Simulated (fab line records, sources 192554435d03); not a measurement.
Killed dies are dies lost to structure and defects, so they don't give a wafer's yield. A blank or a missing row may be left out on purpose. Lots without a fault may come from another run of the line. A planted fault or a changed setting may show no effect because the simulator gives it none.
Chamber matching | flow n5_finfet | N5_BEOL_M0_SAQP_ETCH_106 on rie_diel-06: 4 sister chambers
The step etches SOC in N2/H2, stops on SiNx, target depth 150 nm. 4 wafers are shown with their chamber, then 8 later ones without.

WAFERS WITH THEIR CHAMBER
wafer  | chamber | showerhead_plenum_p_Torr (Torr)
L081.6 | 1       | 2.60
L084.1 | 2       | 2.51
L084.4 | 3       | 2.58
L085.1 | 0       | 2.38

WAFERS WITHOUT THEIR CHAMBER
wafer  | showerhead_plenum_p_Torr (Torr)
L085.4 | 2.60
L085.6 | 2.38
L090.1 | 2.59
L090.2 | 2.58
L090.5 | 2.58
L097.1 | 2.57
L097.3 | 2.50
L097.5 | 2.70

WHICH CHAMBER EACH WENT THROUGH
wafer  | from the rows above          | in truth
L085.4 | can't be placed: 1 or 3      | 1
L085.6 | 0                            | 0
L090.1 | can't be placed: 3 or 1 or 2 | 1
L090.2 | can't be placed: 3 or 1 or 2 | 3
L090.5 | can't be placed: 3 or 1 or 2 | 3
L097.1 | can't be placed: 3 or 1 or 2 | 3
L097.3 | can't be placed: 2 or 3      | 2
L097.5 | can't be placed: 1 or 3      | 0
Placed correctly: 1 of 8. Can't be placed from these rows: 7 (the true chamber is among the candidates in 6). Placed wrongly: 0.
How it was worked out, from the rows above alone: a wafer's distance from a chamber is the root of the sum, over the readings, of the square of ((its reading less the chamber's mean) divided by the reading's scatter). The wafer belongs to the nearest chamber; if the next one is less than 2 further off, it can't be placed. A chamber's mean is the mean of its shown wafers. The scatter: with one shown wafer a chamber, the root of the mean of the squares of how far each hidden wafer lies from its nearest shown one.
